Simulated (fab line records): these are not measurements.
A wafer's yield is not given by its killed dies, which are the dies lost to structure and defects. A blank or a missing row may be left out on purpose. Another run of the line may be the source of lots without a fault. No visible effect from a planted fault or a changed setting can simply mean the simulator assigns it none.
Which tool was responsible? + flow nand-harc + 14 lots, 42 wafers sampled, at 5 steps of a route of 1159

## WHAT EACH GAUGE READ, for each wafer
NHARC_P_GATE_CD_MEAS_59 targets a cd of 720 nm. Usual: cd-nm at 720.9 nm, with a standard deviation of 1.5.
| lot  | measured     | on        | cd-nm (nm)        | flag |
|------|--------------|-----------|-------------------|------|
| L827 | day 5 14:12  | cd-sem-02 | 720.6 717.7 720.2 |      |
| L829 | day 5 21:58  | cd-sem-02 | 723.1 722.4 722.4 |      |
| L828 | day 6 00:38  | cd-sem-03 | 721.4 721.7 720.5 |      |
| L831 | day 6 13:55  | cd-sem-03 | 718.7 719.1 719.9 |      |
| L834 | day 7 06:08  | cd-sem-01 | 720.4 719.9 719.1 |      |
| L835 | day 7 13:58  | cd-sem-02 | 720.2 720.3 722.5 |      |
| L836 | day 7 14:36  | cd-sem-01 | 723.6 720.5 719.3 |      |
| L840 | day 8 12:29  | cd-sem-02 | 721.9 724.0 725.0 |      |
| L842 | day 9 02:56  | cd-sem-02 | 719.8 718.6 718.1 |      |
| L843 | day 9 14:54  | cd-sem-03 | 721.0 721.7 722.6 |      |
| L844 | day 9 19:58  | cd-sem-02 | 721.5 723.9 721.2 |      |
| L845 | day 9 22:03  | cd-sem-01 | 719.5 720.9 722.4 |      |
| L847 | day 10 08:35 | cd-sem-03 | 720.8 721.9 720.9 |      |
| L848 | day 10 18:17 | cd-sem-03 | 720.3 720.7 719.0 |      |

NHARC_END_SORT_01. Usual: killed-at-array 28, standard deviation 9.1; killed-at-other 0.6, standard deviation 0.87; killed-at-periphery 3.4, standard deviation 2.7; killed-dies 32, standard deviation 9; killed-open 3.2, standard deviation 1.9; killed-short 2.0, standard deviation 1.3.
| lot  | measured     | on        | killed-at-array | killed-at-other | killed-at-periphery | killed-dies | killed-open | killed-short | flag |
|------|--------------|-----------|-----------------|-----------------|---------------------|-------------|-------------|--------------|------|
| L829 | day 20 03:52 | prober-02 | 7 13 12         | 0 0 0           | 1 5 3               | 8 18 15     | 0 4 5       | 3 3 3        |      |
| L834 | day 21 13:59 | prober-02 | 26 25 33        | 1 1 1           | 1 4 1               | 28 30 35    | 3 4 2       | 1 1 4        |      |
| L844 | day 24 12:34 | prober-02 | 35 35 36        | 0 1 0           | 4 3 4               | 39 39 40    | 7 3 6       | 1 3 0        |      |
| L845 | day 25 04:08 | prober-02 | 40 54 44        | 2 0 0           | 3 4 4               | 45 58 48    | 5 5 0       | 0 2 3        |      |

## WHICH TOOL RAN EACH LOT (tool, then ch and the chambers of the sampled wafers, then the start)
| lot  | NHARC_P_GATE_STRIP_113               | NHARC_P_GATE_RTA_64              | NHARC_P_GATE_PRE_CLEAN_110   |
|------|--------------------------------------|----------------------------------|------------------------------|
| L827 | plasma-asher-01 ch 0,1, day 5 16:33  | rtp-anneal-02 ch 0, day 5 17:38  | pvd-sputter-03, day 5 17:56  |
| L829 | plasma-asher-01 ch 0,1, day 6 00:15  | rtp-anneal-02 ch 0, day 6 01:32  | pvd-sputter-01, day 6 01:53  |
| L828 | plasma-asher-02 ch 0,1, day 6 02:45  | rtp-anneal-02 ch 0, day 6 04:01  | pvd-sputter-01, day 6 04:22  |
| L831 | plasma-asher-01 ch 0,1, day 6 16:11  | rtp-anneal-01 ch 0, day 6 17:28  | pvd-sputter-03, day 6 17:49  |
| L834 | plasma-asher-01 ch 0,1, day 7 08:29  | rtp-anneal-02 ch 0, day 7 09:46  | pvd-sputter-03, day 7 10:07  |
| L835 | plasma-asher-01 ch 0,1, day 7 16:47  | rtp-anneal-02 ch 0, day 7 17:55  | pvd-sputter-03, day 7 18:11  |
| L836 | plasma-asher-02 ch 0,1, day 7 16:56  | rtp-anneal-01 ch 0, day 7 18:07  | pvd-sputter-03, day 7 18:36  |
| L840 | plasma-asher-02 ch 0,1, day 8 14:50  | rtp-anneal-02 ch 0, day 8 16:01  | pvd-sputter-02, day 8 16:23  |
| L842 | plasma-asher-02 ch 0,1, day 9 05:26  | rtp-anneal-02 ch 0, day 9 06:32  | pvd-sputter-01, day 9 06:50  |
| L843 | plasma-asher-01 ch 0,1, day 9 17:00  | rtp-anneal-02 ch 0, day 9 18:17  | pvd-sputter-03, day 9 18:39  |
| L844 | plasma-asher-01 ch 0,1, day 9 22:05  | rtp-anneal-02 ch 0, day 9 23:22  | pvd-sputter-01, day 9 23:44  |
| L845 | plasma-asher-02 ch 1, day 10 00:27   | rtp-anneal-02 ch 0, day 10 01:43 | pvd-sputter-01, day 10 02:05 |
| L847 | plasma-asher-01 ch 0,1, day 10 10:50 | rtp-anneal-02 ch 0, day 10 12:07 | pvd-sputter-01, day 10 12:28 |
| L848 | plasma-asher-02 ch 0,1, day 10 20:25 | rtp-anneal-02 ch 0, day 10 21:42 | pvd-sputter-03, day 10 22:04 |
- NHARC_P_GATE_STRIP_113: strips in N2/H2, time 740 s.
- NHARC_P_GATE_RTA_64: time 1 s.
- NHARC_P_GATE_PRE_CLEAN_110: time 30 s.

## AS READ BY THE TOOLS THEMSELVES (means over the sampled wafers that have a number; for cases with no such wafer, the mark the record gives instead)
NHARC_P_GATE_STRIP_113. Usual: drypump-motor-current-A 5.9 A, standard deviation 0.33; heater-power-w 89 W, standard deviation 6.6.
| lot  | tool            | drypump-motor-current-A (A) | heater-power-w (W) | flag |
|------|-----------------|-----------------------------|--------------------|------|
| L827 | plasma-asher-01 | 6.2                         | 94                 |      |
| L829 | plasma-asher-01 | 6.0                         | 94                 |      |
| L828 | plasma-asher-02 | 5.6                         | 81                 |      |
| L831 | plasma-asher-01 | 6.0                         | 94                 |      |
| L834 | plasma-asher-01 | 6.2                         | 95                 |      |
| L835 | plasma-asher-01 | 6.1                         | 96                 |      |
| L836 | plasma-asher-02 | 5.6                         | 81                 |      |
| L840 | plasma-asher-02 | 5.6                         | 82                 |      |
| L842 | plasma-asher-02 | 5.8                         | 85                 |      |
| L843 | plasma-asher-01 | 6.1                         | 94                 |      |
| L844 | plasma-asher-01 | 6.2                         | 94                 |      |
| L845 | plasma-asher-02 | 6.0                         | 87                 |      |
| L847 | plasma-asher-01 | 6.0                         | 96                 |      |
| L848 | plasma-asher-02 | 5.6                         | 82                 |      |

NHARC_P_GATE_RTA_64. Usual: lamp-power-pct 31.6 %, standard deviation 1; lamp_zone_2_pct 31.6 %, standard deviation 0.99; wafer_temp_C_max 1055.7, standard deviation 1.6.
| lot  | tool          | lamp-power-pct (%) | lamp_zone_2_pct (%) | wafer_temp_C_max | flag |
|------|---------------|--------------------|---------------------|------------------|------|
| L827 | rtp-anneal-02 | 30.9               | 30.9                | 1056.8           |      |
| L829 | rtp-anneal-02 | 30.9               | 30.9                | 1057.3           |      |
| L828 | rtp-anneal-02 | 30.8               | 30.8                | 1055.1           |      |
| L831 | rtp-anneal-01 | 33.0               | 32.9                | 1053.9           |      |
| L834 | rtp-anneal-02 | 30.8               | 30.9                | 1057.6           |      |
| L835 | rtp-anneal-02 | 30.8               | 30.8                | 1056.1           |      |
| L836 | rtp-anneal-01 | 33.0               | 33.0                | 1053.6           |      |
| L840 | rtp-anneal-02 | 30.9               | 30.8                | 1056.5           |      |
| L842 | rtp-anneal-02 | 30.8               | 30.8                | 1056.1           |      |
| L843 | rtp-anneal-02 | 30.8               | 30.8                | 1056.5           |      |
| L844 | rtp-anneal-02 | 30.9               | 30.9                | 1056.2           |      |
| L845 | rtp-anneal-02 | 30.9               | 30.9                | 1057.5           |      |
| L847 | rtp-anneal-02 | 30.8               | 30.9                | 1056.6           |      |
| L848 | rtp-anneal-02 | 30.9               | 30.9                | 1057.8           |      |

NHARC_P_GATE_PRE_CLEAN_110. Usual: bias-v at 199.7 V, with a standard deviation of 1.9.
| lot  | tool           | bias-v (V) | flag |
|------|----------------|------------|------|
| L827 | pvd-sputter-03 | 198.5      |      |
| L829 | pvd-sputter-01 | 200.6      |      |
| L828 | pvd-sputter-01 | 200.1      |      |
| L831 | pvd-sputter-03 | 200.0      |      |
| L834 | pvd-sputter-03 | -          | OFF  |
| L835 | pvd-sputter-03 | -          | OFF  |
| L836 | pvd-sputter-03 | -          | OFF  |
| L840 | pvd-sputter-02 | 201.7      |      |
| L842 | pvd-sputter-01 | 199.2      |      |
| L843 | pvd-sputter-03 | 199.1      |      |
| L844 | pvd-sputter-01 | 200.3      |      |
| L845 | pvd-sputter-01 | 197.5      |      |
| L847 | pvd-sputter-01 | 200.9      |      |
| L848 | pvd-sputter-03 | 200.3      |      |

## THE ANSWER, worked out from the rows above alone
Rule: a lot counts as off when the mean over its wafers that have a number is more than 3 standard deviations away from the usual mean. Also off: a lot with no number at a reading for which 4 or more lots have one. Where the step has rows for the other lots, those lots are counted as sound. The gauges are gone through in route order, then the tools' own readings, and for those a lot's mean is taken as printed above. The first step at which some lot is off is used, and at that step the reading that is off furthest; a lot without a number counts as furthest.
Off: L834, L835, L836, at NHARC_P_GATE_PRE_CLEAN_110 (bias-v). Without a number there: L834, L835, L836.
If a tool, at that step or one of the process steps before it, ran each lot that is off and ran no sound lot following the first of them, it fits. Not one of the candidates tried fits.

## WHAT THE SIMULATOR PUT IN
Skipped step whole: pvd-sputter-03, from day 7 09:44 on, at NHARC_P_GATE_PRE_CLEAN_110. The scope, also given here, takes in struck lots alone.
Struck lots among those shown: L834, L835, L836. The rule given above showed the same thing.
